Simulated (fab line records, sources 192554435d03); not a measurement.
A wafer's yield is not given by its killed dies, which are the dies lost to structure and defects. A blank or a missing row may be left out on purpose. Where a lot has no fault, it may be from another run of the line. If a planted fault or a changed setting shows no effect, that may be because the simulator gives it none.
fab line records	flow n5_finfet
record lots=7	wafers=39
route steps=1938 shown FIN_SAQP@102 SPACER0@260 SD_EPI_N@262 HKMG_FIN@413 BEOL_M1@811 BEOL_M4@1021 BEOL_M6@1198 BEOL_M7@1329
start_h: start of the lot's first displayed wafer, in hours after the record's first day	wait_h: hours elapsed since this lot's preceding step	" the same as in the row above	L1.1+2: one row covering several wafers at once	- value missing, or start not given	* or withheld: withheld	< > ~ a bound
route shown NAME@n: NAME is a module with steps in the file, n the number in the route of the first one	usual: mean/standard deviation taken from wafers without a fault	same: alike in all rows	chamber/n: place in a boat	sites: the reading at each site	_std_site: the values' standard deviation	_edge_site: the outer-site mean with the inner-site mean subtracted	radius_mm: for every site, how far away it sits from the centre of the wafer	mask NAME#n: copy n	behind: the last tool/chamber to shape the wafer	hold: why the lot was held/for how many hours/how that ended	device: transistor that didn't switch, given as n, p or np	end of line: the tests these same wafers got at the end of their route	where a step has no rows: the recipe by itself	killed: count of dies lost to structure and defects at first sort (not the wafer's yield)	map: shows each die of a wafer: x if killed, . if not, _ if none is there
set.NAME: the setting the step ran with; set.NAME@STEP: the setting that earlier step ran with	model.NAME: the simulator's own value behind a step, which no gauge read
lots run with intentionally changed settings; tables by step, rows by wafer
## steps
# step N5_FIN_SAQP_HM_DEP_72
# recipe material=SiO2	target_thk_a=120	temp_c=400	precursor=SiH4/N2O	pressure_torr=0.75	rf_w=275	time_s=7.2
lot.wafer	tool	chamber	start_h	wait_h	set.time_s	model.SiO2_of_FIN_SAQP_HM_DEP_72.thk_nm
L074.1	pecvd-03	1	21.21	0.0	7.2	11.82
L074.2	"	2	"	"	3.306	5.391
L074.3	"	0	"	"	7.2	11.95
L074.4	"	1	"	"	3.306	5.477
L074.5	"	0	"	"	3.306	5.585
L074.6	"	2	"	"	7.2	12.15
L082.1	pecvd-03	1	69.49	0.0	7.2	11.84
L082.2	"	0	"	"	5.79	9.774
L082.3	"	2	"	"	7.2	12.01
L082.4	"	1	"	"	5.79	9.599
L082.5	"	2	"	"	5.79	9.65
L082.6	"	0	"	"	7.2	12.27
L083.1	pecvd-04	1	77.16	0.0	8.976	15.09
L083.2	"	2	"	"	8.976	14.94
L083.3	"	0	"	"	7.2	12.03
L083.4	"	1	"	"	7.2	12.24
L083.5	"	0	"	"	7.2	12.17
L083.6	"	2	"	"	8.976	15.18
L085.1	pecvd-02	2	87.73	0.0	7.2	11.79
L085.3	"	0	"	"	7.2	12.09
L085.6	"	0	"	"	7.2	12.27
L089.1	pecvd-04	2	111.80	0.0	10.23	17.14
L089.2	"	0	"	"	7.2	11.84
L089.3	"	1	"	"	7.2	12.03
L089.4	"	2	"	"	10.23	17.22
L089.5	"	1	"	"	7.2	12.35
L089.6	"	0	"	"	10.23	16.91
L093.1	pecvd-02	1	135.13	0.0	7.2	11.71
L093.2	"	2	"	"	7.2	11.59
L093.3+4	"	0	"	"	7.2	11.88
L093.5	"	1	"	"	7.2	11.99
L093.6	"	2	"	"	7.2	11.79
L094.1	pecvd-03	2	141.97	0.0	4.43	7.612
L094.2	"	0	"	"	7.2	12.31
L094.3	"	1	"	"	7.2	11.92
L094.4	"	0	"	"	7.2	12.36
L094.5	"	2	"	"	4.43	7.749
L094.6	"	1	"	"	4.43	7.377
# step N5_FIN_SAQP_COAT_49
# recipe resist=SOC	temp_c=250	time_s=60	spin_rpm=1500	resist_thk_nm=100
# step N5_FIN_SAQP_COAT_50
# recipe resist=SiARC	temp_c=220	time_s=60	spin_rpm=1500	resist_thk_nm=35
# step N5_FIN_SAQP_ETCH_52
# recipe chemistry=N2/H2	target=SOC	target_depth_a=1000	overetch_a=200	mask_material=SiARC	temp_c=40	time_s=150	ion_energy_ev=200	pressure_mtorr=30	source_w=840	bias_w=150	n2_flow_sccm=200	h2_flow_sccm=200	ends=end_point
# step N5_FIN_SAQP_STRIP_53
# recipe chemistry=N2/H2	temp_c=40	n2_flow_sccm=200	h2_flow_sccm=200	rf_frequency_hz=6e+07
# step N5_FIN_SAQP_HM_OPEN_73
# recipe chemistry=CHF3/O2	target=SiO2	stop_on=a-Si	target_depth_a=120	over_etch_frac=1.8	mask_material=SOC	time_s=16.8	pressure_mtorr=30	source_w=650	bias_w=170	Ar_flow_sccm=200	CHF3_flow_sccm=50	O2_flow_sccm=5	ion_energy_ev=200	ends=end_point
lot.wafer	tool	chamber	start_h	wait_h	set.time_s@FIN_SAQP_HM_DEP_72	model.etch.depth_nm
L074.1	rie_diel-04	2	21.95	0.0	7.2	11.82
L074.2	"	1	"	"	3.306	5.391
L074.3	"	3	"	"	7.2	11.95
L074.4	"	0	"	"	3.306	5.477
L074.5	"	0	"	"	3.306	5.585
L074.6	"	3	"	"	7.2	12.15
L082.1	rie_diel-03	1	70.11	0.0	7.2	11.84
L082.2	"	0	"	"	5.79	9.774
L082.3	"	2	"	"	7.2	12.01
L082.4	"	0	"	"	5.79	9.599
L082.5	"	1	"	"	5.79	9.65
L082.6	"	2	"	"	7.2	12.27
L083.1	rie_diel-04	1	78.14	0.0	8.976	15.09
L083.2	"	3	"	"	8.976	14.94
L083.3	"	2	"	"	7.2	12.03
L083.4	"	0	"	"	7.2	12.24
L083.5	"	2	"	"	7.2	12.17
L083.6	"	1	"	"	8.976	15.18
L085.1	rie_diel-04	1	88.56	0.0	7.2	11.79
L085.3	"	0	"	"	7.2	12.09
L085.6	"	1	"	"	7.2	12.27
L089.1	rie_diel-03	1	112.76	0.0	10.23	17.14
L089.2	"	0	"	"	7.2	11.84
L089.3	"	2	"	"	7.2	12.03
L089.4	"	2	"	"	10.23	17.22
L089.5	"	0	"	"	7.2	12.35
L089.6	"	1	"	"	10.23	16.91
L093.1	rie_diel-05	2	135.75	0.0	7.2	11.71
L093.2	"	3	"	"	7.2	11.59
L093.3+4	"	0,1	"	"	7.2	11.88
L093.5	"	0	"	"	7.2	11.99
L093.6	"	1	"	"	7.2	11.79
L094.1	rie_diel-03	3	142.69	0.0	4.43	7.612
L094.2	"	1	"	"	7.2	12.31
L094.3	"	2	"	"	7.2	11.92
L094.4	"	0	"	"	7.2	12.36
L094.5	"	0	"	"	4.43	7.749
L094.6	"	1	"	"	4.43	7.377
# step N5_SPACER0_ALD_08
# recipe material=SiNx	target_thk_a=20	temp_c=400	ald_precursor_family=SiH2I2	ald_co_reactant=N2/H2-plasma	pressure_torr=2
lot.wafer	tool	chamber	start_h	wait_h	set.target_thk_a	model.SiNx_of_SPACER0_ALD_08.thk_nm
L074.1+3+5	ald_sin-02	2,0,2	48.54	0.1	20	2
L074.2+4+6	"	3,1,1	"	"	26.43	2.6
L082.1+3+4	ald_sin-01	0,1,3	96.69	0.1	29.3	3
L082.2+5+6	"	2,2,1	"	"	20	2
L083.1+2+3+4+5+6	ald_sin-01	2,0,1,0,1,2	103.31	0.1	20	2
L085.1+3+6	ald_sin-02	1,2,0	116.97	0.1	20	2
L089.1+2+3+4+5+6	ald_sin-02	3,1,2,0,2,3	137.80	0.1	20	2
L093.1+2+5	ald_sin-02	0,1,1	160.74	0.1	27.77	2.8
L093.3+4+6	"	2,2,0	"	"	20	2
L094.1+2+3+4+5+6	ald_sin-01	0,3,1,2,2,1	169.06	0.1	20	2
# step N5_SD_EPI_N_COAT_32
# recipe resist=SOC	temp_c=250	time_s=60	spin_rpm=1500	resist_thk_nm=350
# step N5_SD_EPI_N_SD_RECESS_17
# recipe chemistry=HBr/Cl2/O2	target_depth_a=410	mask_material=SOC	time_s=23.7	bt_time_s=3	pressure_mtorr=10	icp_w=800	bias_w=112	HBr_flow_sccm=150	Cl2_flow_sccm=80	O2_flow_sccm=12
# step N5_SD_EPI_N_STRIP_38
# recipe chemistry=N2/H2	power_w=1000	temp_c=250	h2_frac=0.65	overash_fraction=0.3	pressure_mtorr=withheld	n2_flow_sccm=1750	h2_flow_sccm=3250
# step N5_SD_EPI_N_WET_ETCH_43
# recipe chemistry=dHF	dilution=withheld	time_s=14	target=SiO2	target_depth_a=15	temp_c=25
lot.wafer	tool	chamber	start_h	wait_h	set.target_thk_a@SPACER0_ALD_08	model.SiNx_of_SPACER0_ALD_08.thk_nm
L074.1+3+5	wet_bench-05	3,4,0	50.05	-	20	1.6
L074.2+4+6	"	5,6,7	"	"	26.43	2.2
L082.1+3+4	wet_bench-04	4,7,5	98.64	-	29.3	2.4
L082.2+5+6	"	3,2,6	"	"	20	1.6
L083.1+2+3+4+5+6	wet_bench-06	0,4,7,3,1,2	104.82	-	20	1.6
L085.1+3+6	wet_bench-04	7,1,5	118.49	-	20	1.6
L089.1+2+4+5+6	wet_bench-06	6,7,0,1,5	139.24	-	20	1.6
L089.3	"	4	"	"	20	1.4
L093.1+2+5	wet_bench-05	6,5,7	162.25	-	27.77	2.2
L093.3+4+6	"	3,0,4	"	"	20	1.6
L094.1+2+3+4+5+6	wet_bench-05	5,1,2,0,4,3	170.53	-	20	1.6
# step N5_SD_EPI_N_STRIP_18
# recipe chemistry=SPM	time_s=750	temp_c=130	h2so4_h2o2_vol_ratio=4
# step N5_SD_EPI_N_SRD_20
# recipe dry=ipa_marangoni	do_ppb=5	time_s=30	temp_c=23	rinse_liquid=diw
# step N5_SD_EPI_N_PRECLEAN_48
# recipe chemistry=NF3:NH3	afs_cycles=2	temp_c=30	time_s=20	sublimation_temp_c=180	sublimation_time_s=60	pressure_torr=3	rf_power_w=30
lot.wafer	tool	chamber	start_h	wait_h	set.target_thk_a@SPACER0_ALD_08	model.SiNx_of_SPACER0_ALD_08.thk_nm
L074.1	epi_rpcvd-02	0	50.32	0.0	20	1.2
L074.2+4+6	"	0	"	"	26.43	2
L074.3+5	"	0	"	"	20	1.4
L082.1+3+4	epi_rpcvd-01	0	98.90	0.0	29.3	2.2
L082.2+5+6	"	0	"	"	20	1.4
L083.1+2+3+4+5+6	epi_rpcvd-02	0	105.09	0.0	20	1.4
L085.1+3+6	epi_rpcvd-04	0	118.75	0.0	20	1.2
L089.1+2+3+4+5+6	epi_rpcvd-04	0	139.51	0.0	20	1.2
L093.1+2+5	epi_rpcvd-01	0	162.51	0.0	27.77	2
L093.3+4+6	"	0	"	"	20	1.2
L094.1+2	epi_rpcvd-01	0	170.80	0.0	20	1.4
L094.3+4+5+6	"	0	"	"	20	1.2
# step N5_SD_EPI_N_VAPOR_ETCH_50
# recipe chemistry=HCl	target=Si	temp_c=775	time_s=54	pressure_torr=20	mode=isotropic
# step N5_SD_EPI_N_EPI_21
# recipe material=Si:P	dopant=P	temp_c=680	pressure_torr=255	time_s=690
# step N5_SD_EPI_N_PRECLEAN_24
# recipe chemistry=O3/DIW	time_s=60	temp_c=22	o3_ppm=10
# step N5_SD_EPI_N_SRD_25
# recipe time_s=30	temp_c=23	rinse_liquid=diw	dry=ipa_marangoni
# step N5_SD_EPI_N_PRECLEAN_49
# recipe chemistry=NF3:NH3	afs_cycles=1	temp_c=30	time_s=20	sublimation_temp_c=180	sublimation_time_s=60	pressure_torr=3	rf_power_w=30
lot.wafer	tool	chamber	start_h	wait_h	set.target_thk_a@SPACER0_ALD_08	model.SiNx_of_SPACER0_ALD_08.thk_nm
L074.1+3+5	remote_plasma-01	1	52.68	0.0	20	1
L074.2+4+6	"	1	"	"	26.43	1.8
L082.1+3+4	remote_plasma-01	1	101.26	0.0	29.3	2
L082.2+5+6	"	1	"	"	20	1.2
L083.1+2+3+4+6	remote_plasma-01	1	107.45	0.0	20	1.2
L083.5	"	1	"	"	20	1
L085.1+3+6	remote_plasma-01	1	121.13	0.0	20	1
L089.1+2+3+4+5+6	remote_plasma-01	0	141.87	0.0	20	1
L093.1+2+5	remote_plasma-01	0	164.87	0.0	27.77	1.8
L093.3+4+6	"	0	"	"	20	1
L094.1+3+4+5+6	remote_plasma-01	1	174.88	0.0	20	1
L094.2	"	1	"	"	20	1.2
# step N5_HKMG_FIN_CVD_62
# recipe material=a-Si	target_thk_a=30	temp_c=500	precursor=Si2H6	pressure_torr=1	time_s=20.8
lot.wafer	tool	chamber	start_h	wait_h	set.time_s	model.a-Si_of_HKMG_FIN_CVD_62.thk_nm
L074.1+4	thermal_cvd_si-01	0,1	73.40	0.2	29.46	4.2
L074.2	"	2	"	"	20.8	2.8
L074.3	"	1	"	"	29.46	4.4
L074.5+6	"	0,2	"	"	20.8	3
L082.1	thermal_cvd_si-01	2	121.65	0.2	20.8	3.2
L082.2+4+6	"	1,1,0	"	"	28.81	4.2
L082.3+5	"	0,2	"	"	20.8	3
L083.1+3	thermal_cvd_si-02	2,0	128.28	0.2	20.8	3
L083.2+6	"	1	"	"	9.259	1.4
L083.4	"	0	"	"	9.259	1.2
L083.5	"	2	"	"	20.8	3.2
L085.1+3	thermal_cvd_si-02	1,0	141.34	0.2	20.8	3
L085.6	"	2	"	"	20.8	3.2
L089.1+3+5	thermal_cvd_si-02	2,0,2	161.93	0.2	20.8	3.2
L089.2+4+6	"	1,0,1	"	"	20.8	3
L093.1+3+5	thermal_cvd_si-02	1,0,1	184.38	0.2	17.11	2.4
L093.2+4+6	"	2,0,2	"	"	20.8	3
L094.1+2+6	thermal_cvd_si-01	2,0,2	196.40	0.2	30.02	4.4
L094.3	"	1	"	"	20.8	3
L094.4+5	"	0,1	"	"	20.8	3.2
# step N5_BEOL_M1_ALD_84
# recipe material=TaN	target_thk_a=*	temp_c=275	ald_precursor_family=PDMAT	ald_co_reactant=NH3	pressure_torr=3	carrier_flow_sccm=1500	pulse_time_s=2	purge_time_s=3	co_reactant_purge_time_s=2	co_reactant_pulse_time_s=3	ald_cycles=30	precursor_vessel_temp_c=75	precursor_vessel_pressure_torr=26.25	precursor_vessel_carrier_sccm=1000
lot.wafer	tool	chamber	start_h	wait_h	set.ald_cycles	model.TaN_of_BEOL_M1_ALD_84.thk_nm
L074.1+2+4	ald_metal-03	3,2,1	126.49	0.1	37	*
L074.3+5	"	0	"	"	30	*
L074.6	"	1	"	"	30	*
L082.1+2+4	ald_metal-02	3,2,1	181.17	0.1	23	*
L082.3+5	"	1,2	"	"	30	*
L082.6	"	3	"	"	30	*
L083.1+4+5	ald_metal-01	3,1,2	185.65	0.1	19	*
L083.2+6	"	0,3	"	"	30	*
L083.3	"	2	"	"	30	*
L085.1	ald_metal-02	1	203.56	0.0	30	*
L085.3+6	"	3,2	"	"	30	*
L089.1+5+6	ald_metal-01	2,0,1	216.50	0.1	24	*
L089.2+3+4	"	0,1,3	"	"	30	*
L093.1+3+6	ald_metal-03	2,1,3	233.27	0.0	43	*
L093.2	"	3	"	"	30	*
L093.4+5	"	0,2	"	"	30	*
L094.1+2+5	ald_metal-03	1,3,3	262.73	0.0	30	*
L094.3+4+6	"	2,0,0	"	"	44	*
# step N5_BEOL_M4_ILD_DEP_00
# recipe material=SiOC	target_thk_a=790	temp_c=350	precursor=DEMS/O2	pressure_torr=5	rf_w=500	time_s=15.3
lot.wafer	tool	chamber	start_h	wait_h	set.target_thk_a	model.SiOC_of_BEOL_M4_ILD_DEP_00.thk_nm
L074.1	pecvd-01	0	153.09	0.0	668.3	66.2
L074.2+3	"	1,2	"	"	668.3	66.8
L074.4	"	2	"	"	790	80
L074.5	"	1	"	"	790	80.4
L074.6	"	0	"	"	790	79.2
L082.1	pecvd-01	2	207.58	0.0	932.5	94.6
L082.2+3	"	0,1	"	"	790	79
L082.4	"	2	"	"	932.5	95
L082.5	"	1	"	"	932.5	94.8
L082.6	"	0	"	"	790	80.2
L083.1	pecvd-03	2	208.89	0.0	542.2	53
L083.2	"	1	"	"	542.2	52.6
L083.3	"	0	"	"	542.2	52.4
L083.4	"	1	"	"	790	78.2
L083.5	"	0	"	"	790	78.4
L083.6	"	2	"	"	790	78.8
L085.1	pecvd-03	0	225.24	0.0	790	76.6
L085.3	"	1	"	"	790	77.2
L085.6	"	1	"	"	790	78.6
L089.1+6	pecvd-03	1	253.23	0.0	790	78.6
L089.2	"	2	"	"	790	78.4
L089.3	"	0	"	"	1242	122.6
L089.4	"	2	"	"	1242	125.6
L089.5	"	0	"	"	1242	124.4
L093.1	pecvd-01	2	262.23	0.0	790	79
L093.2	"	0	"	"	1166	115.4
L093.3	"	1	"	"	1166	116.4
L093.4	"	1	"	"	790	80.4
L093.5	"	0	"	"	1166	117.4
L093.6	"	2	"	"	790	80.6
L094.1	pecvd-02	0	296.43	0.0	1050	103.6
L094.2	"	1	"	"	790	79.6
L094.3	"	2	"	"	1050	105.4
L094.4	"	2	"	"	1050	106.8
L094.5	"	0	"	"	790	79.2
L094.6	"	1	"	"	790	81
# step N5_BEOL_M4_THK_MEAS_01
# recipe reads=SiOC_of_BEOL_M4_ILD_DEP_00
# usual M4_ILD_THK=78.7/1.2
lot.wafer	tool	chamber	start_h	wait_h	set.target_thk_a@BEOL_M4_ILD_DEP_00	M4_ILD_THK[nm]
L074.1	film_metro-01	-	153.15	0.0	668.3	66.2
L074.2	"	-	"	"	668.3	66.9
L074.3	"	-	"	"	668.3	66.8
L074.4	"	-	"	"	790	79.9
L074.5	"	-	"	"	790	80.5
L074.6	"	-	"	"	790	79.3
L082.1	film_metro-02	-	207.64	0.0	932.5	94.6
L082.2	"	-	"	"	790	79.0
L082.3	"	-	"	"	790	79.1
L082.4	"	-	"	"	932.5	94.9
L082.5	"	-	"	"	932.5	94.7
L082.6	"	-	"	"	790	80.2
L083.1	film_metro-02	-	208.96	0.0	542.2	53.0
L083.2	"	-	"	"	542.2	52.5
L083.3	"	-	"	"	542.2	52.5
L083.4	"	-	"	"	790	78.2
L083.5	"	-	"	"	790	78.3
L083.6	"	-	"	"	790	78.9
L085.1	film_metro-02	-	225.30	0.0	790	76.6
L085.3	"	-	"	"	790	77.1
L085.6	"	-	"	"	790	78.6
L089.1	film_metro-02	-	253.29	0.0	790	78.6
L089.2	"	-	"	"	790	78.3
L089.3	"	-	"	"	1242	122.6
L089.4	"	-	"	"	1242	125.7
L089.5	"	-	"	"	1242	124.5
L089.6	"	-	"	"	790	78.6
L093.1	film_metro-02	-	262.30	0.0	790	79.1
L093.2	"	-	"	"	1166	115.3
L093.3	"	-	"	"	1166	116.4
L093.4	"	-	"	"	790	80.3
L093.5	"	-	"	"	1166	117.3
L093.6	"	-	"	"	790	80.5
L094.1	film_metro-01	-	296.50	0.0	1050	103.6
L094.2	"	-	"	"	790	79.6
L094.3	"	-	"	"	1050	105.4
L094.4	"	-	"	"	1050	106.8
L094.5	"	-	"	"	790	79.2
L094.6	"	-	"	"	790	81.0
# step N5_BEOL_M6_HM_DEP_02
# recipe material=TiN	target_thk_a=200	temp_c=25	chamber_pressure_pa=0.49996
lot.wafer	tool	chamber	start_h	wait_h	set.target_thk_a	model.TiN_of_BEOL_M6_HM_DEP_02.thk_nm
L074.1	pvd_sputter-01	-	180.45	1.0	200	20.8
L074.2+4	"	-	"	"	142.3	14.4
L074.3+6	"	-	"	"	200	20.2
L074.5	"	-	"	"	142.3	14.6
L083.1	pvd_sputter-01	-	233.25	0.8	200	20
L083.2	"	-	"	"	137.8	13.8
L083.3	"	-	"	"	200	20.2
L083.4	"	-	"	"	200	20.6
L083.5+6	"	-	"	"	137.8	14.2
L082.1	pvd_sputter-03	-	234.75	1.2	200	19.8
L082.2+6	"	-	"	"	200	20.2
L082.3	"	-	"	"	96.68	9.8
L082.4	"	-	"	"	96.68	9.6
L082.5	"	-	"	"	96.68	10
L085.1	pvd_sputter-01	-	256.59	0.8	200	20.2
L085.3+6	"	-	"	"	200	20
L089.1	pvd_sputter-01	-	280.81	1.3	128.3	13.4
L089.2	"	-	"	"	128.3	13.2
L089.3+5+6	"	-	"	"	200	20.2
L089.4	"	-	"	"	128.3	13
L093.1+2	pvd_sputter-02	-	292.54	1.3	86	8.4
L093.3+5	"	-	"	"	200	19.8
L093.4	"	-	"	"	86	8.2
L093.6	"	-	"	"	200	19.6
L094.1+2+6	pvd_sputter-02	-	323.47	3.6	316.6	32
L094.3+5	"	-	"	"	200	20
L094.4	"	-	"	"	200	20.2
# step N5_BEOL_M6_COAT_59
# recipe resist=SOC	temp_c=250	time_s=60	spin_rpm=1500	resist_thk_nm=100
# step N5_BEOL_M6_COAT_60
# recipe resist=SiARC	temp_c=220	time_s=60	spin_rpm=1500	resist_thk_nm=35
# step N5_BEOL_M6_STRIP_68
# recipe chemistry=N2/H2	temp_c=40	n2_flow_sccm=200	h2_flow_sccm=200	rf_frequency_hz=6e+07
# step N5_BEOL_M6_STRIP_67
# recipe chemistry=CF4	resist=SiARC	power_w=300	bias_power_w=75	pressure_mtorr=50	cf4_flow_sccm=150	rf_frequency_hz=6e+07
# step N5_BEOL_M6_HM_OPEN_17
# recipe chemistry=Cl2/BCl3	target_depth_a=200	overetch_a=60	target=TiN	mask_material=SOC	ion_energy_ev=150	pressure_mtorr=10	icp_w=1000	bias_w=126	Cl2_flow_sccm=53.25	bcl3_flow_sccm=21.75	Ar_flow_sccm=25
lot.wafer	tool	chamber	start_h	wait_h	set.target_thk_a@BEOL_M6_HM_DEP_02	model.etch.depth_nm
L074.1	rie_metal-03	0	181.32	0.0	200	20.74
L074.2+4	"	1,0	"	"	142.3	14.49
L074.3+6	"	1,0	"	"	200	20.18
L074.5	"	1	"	"	142.3	14.54
L083.1	rie_metal-01	0	234.11	0.0	200	20.05
L083.2	"	1	"	"	137.8	13.8
L083.3	"	1	"	"	200	20.23
L083.4	"	0	"	"	200	20.51
L083.5	"	0	"	"	137.8	14.16
L083.6	"	1	"	"	137.8	14.11
L082.1	rie_metal-01	1	235.67	0.0	200	19.82
L082.2	"	0	"	"	200	20.12
L082.3	"	1	"	"	96.68	9.859
L082.4	"	0	"	"	96.68	9.508
L082.5	"	0	"	"	96.68	10.09
L082.6	"	1	"	"	200	20.16
L085.1	rie_metal-02	0	257.46	0.0	200	20.13
L085.3	"	0	"	"	200	19.97
L085.6	"	0	"	"	200	20.08
L089.1	rie_metal-02	1	282.59	0.0	128.3	13.3
L089.2	"	0	"	"	128.3	13.18
L089.3	"	0	"	"	200	20.16
L089.4	"	1	"	"	128.3	13.09
L089.5	"	1	"	"	200	20.24
L089.6	"	0	"	"	200	20.29
L093.1	rie_metal-02	0	293.42	0.0	86	8.376
L093.2	"	1	"	"	86	8.36
L093.3	"	1	"	"	200	19.81
L093.4	"	0	"	"	86	8.144
L093.5	"	0	"	"	200	19.87
L093.6	"	1	"	"	200	19.59
L094.1	rie_metal-01	1	324.21	0.0	316.6	24.9
L094.2	"	0	"	"	316.6	26.24
L094.3	"	0	"	"	200	20.04
L094.4	"	1	"	"	200	20.22
L094.5	"	1	"	"	200	20.09
L094.6	"	0	"	"	316.6	26.52
# step N5_BEOL_M7_DEP_56
# recipe material=SiCN	target_thk_a=100	temp_c=withheld	precursor=3MS/NH3	pressure_torr=3	rf_w=202	time_s=17.5
lot.wafer	tool	chamber	start_h	wait_h	set.target_thk_a	model.SiCN_of_BEOL_M7_DEP_56.thk_nm
L074.1+5	pecvd-04	0,1	197.03	0.0	100	10.2
L074.2	"	1	"	"	153.3	15.2
L074.3	"	2	"	"	100	10
L074.4	"	0	"	"	153.3	15.4
L074.6	"	2	"	"	153.3	15.6
L083.1+6	pecvd-01	2	247.13	0.0	65.35	6.4
L083.2+5	"	1	"	"	100	10
L083.3	"	0	"	"	65.35	6.8
L083.4	"	0	"	"	100	10.2
L082.1+5	pecvd-04	0,2	249.58	0.0	100	10
L082.2+3	"	1,2	"	"	100	9.8
L082.4+6	"	0,1	"	"	100	10.2
L085.1	pecvd-01	2	272.03	0.0	100	9.6
L085.3	"	1	"	"	100	9.8
L085.6	"	1	"	"	100	10
L089.1+2+3+4+5+6	pecvd-04	2,1,0,2,1,0	293.78	0.0	100	10.2
L093.1+2+4+6	pecvd-02	2,1,1,1	305.31	0.0	100	9.8
L093.3+5	"	2	"	"	100	10
L094.1	pecvd-01	0	346.43	0.0	154	15.4
L094.2+4	"	1	"	"	100	10
L094.3	"	0	"	"	100	10.2
L094.5	"	0	"	"	154	15.8
L094.6	"	1	"	"	154	15.6
## key
split step=N5_FIN_SAQP_HM_DEP_72	setting=time_s	stated=7.2	by=wafer
response step=N5_FIN_SAQP_HM_DEP_72	reading=model.SiO2_of_FIN_SAQP_HM_DEP_72.thk_nm	change=+0.12	per=1%	r=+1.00
response step=N5_FIN_SAQP_HM_OPEN_73	reading=model.etch.depth_nm	change=+0.12	per=1%	r=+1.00
split step=N5_SPACER0_ALD_08	setting=target_thk_a	stated=20	by=wafer
response step=N5_SPACER0_ALD_08	reading=model.SiNx_of_SPACER0_ALD_08.thk_nm	change=+0.0206	per=1%	r=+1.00
response step=N5_SD_EPI_N_WET_ETCH_43	reading=model.SiNx_of_SPACER0_ALD_08.thk_nm	change=+0.017	per=1%	r=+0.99
response step=N5_SD_EPI_N_PRECLEAN_48	reading=model.SiNx_of_SPACER0_ALD_08.thk_nm	change=+0.0191	per=1%	r=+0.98
response step=N5_SD_EPI_N_PRECLEAN_49	reading=model.SiNx_of_SPACER0_ALD_08.thk_nm	change=+0.02	per=1%	r=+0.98
split step=N5_HKMG_FIN_CVD_62	setting=time_s	stated=20.8	by=wafer
response step=N5_HKMG_FIN_CVD_62	reading=model.a-Si_of_HKMG_FIN_CVD_62.thk_nm	change=+0.0306	per=1%	r=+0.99
split step=N5_BEOL_M1_ALD_84	setting=ald_cycles	stated=30	by=wafer
response step=N5_BEOL_M1_ALD_84	reading=model.TaN_of_BEOL_M1_ALD_84.thk_nm	change=*	per=1%	r=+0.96
split step=N5_BEOL_M4_ILD_DEP_00	setting=target_thk_a	stated=790	by=wafer
response step=N5_BEOL_M4_ILD_DEP_00	reading=model.SiOC_of_BEOL_M4_ILD_DEP_00.thk_nm	change=+0.792	per=1%	r=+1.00
response step=N5_BEOL_M4_THK_MEAS_01	reading=M4_ILD_THK	change=+0.792	per=1%	r=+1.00
split step=N5_BEOL_M6_HM_DEP_02	setting=target_thk_a	stated=200	by=wafer
response step=N5_BEOL_M6_HM_DEP_02	reading=model.TiN_of_BEOL_M6_HM_DEP_02.thk_nm	change=+0.201	per=1%	r=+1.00
response step=N5_BEOL_M6_HM_OPEN_17	reading=model.etch.depth_nm	change=+0.172	per=1%	r=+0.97
split step=N5_BEOL_M7_DEP_56	setting=target_thk_a	stated=100	by=wafer
response step=N5_BEOL_M7_DEP_56	reading=model.SiCN_of_BEOL_M7_DEP_56.thk_nm	change=+0.101	per=1%	r=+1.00
